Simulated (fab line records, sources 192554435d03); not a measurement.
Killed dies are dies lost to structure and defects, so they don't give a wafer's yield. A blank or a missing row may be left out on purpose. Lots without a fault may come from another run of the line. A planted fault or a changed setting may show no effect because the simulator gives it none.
Chamber matching | flow n5_finfet | N5_BEOL_M0_SAQP_ETCH_106 on rie_diel-05: 4 sister chambers
The step etches SOC in N2/H2, stops on SiNx, target depth 150 nm. 4 wafers are shown with their chamber, then 8 later ones without.

WAFERS WITH THEIR CHAMBER
wafer  | chamber | showerhead_plenum_p_Torr (Torr)
L083.2 | 1       | 2.45
L085.1 | 3       | 2.62
L085.3 | 0       | 2.61
L089.1 | 2       | 2.58

WAFERS WITHOUT THEIR CHAMBER
wafer  | showerhead_plenum_p_Torr (Torr)
L089.2 | 2.61
L089.6 | 2.61
L091.2 | 2.45
L091.3 | 2.61
L091.6 | 2.45
L093.1 | 2.60
L093.2 | 2.61
L093.5 | 2.60

WHICH CHAMBER EACH WENT THROUGH
wafer  | from the rows above | in truth
L089.2 | 0                   | 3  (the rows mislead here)
L089.6 | 0                   | 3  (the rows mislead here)
L091.2 | 1                   | 1
L091.3 | 0                   | 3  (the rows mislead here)
L091.6 | 1                   | 1
L093.1 | 0                   | 0
L093.2 | 0                   | 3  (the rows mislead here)
L093.5 | 0                   | 0
Placed correctly: 4 of 8. Can't be placed from these rows: 0. Placed wrongly: 4.
How it was worked out, from the rows above alone: a wafer's distance from a chamber is the root of the sum, over the readings, of the square of ((its reading less the chamber's mean) divided by the reading's scatter). The wafer belongs to the nearest chamber; if the next one is less than 2 further off, it can't be placed. A chamber's mean is the mean of its shown wafers. The scatter: with one shown wafer a chamber, the root of the mean of the squares of how far each hidden wafer lies from its nearest shown one.
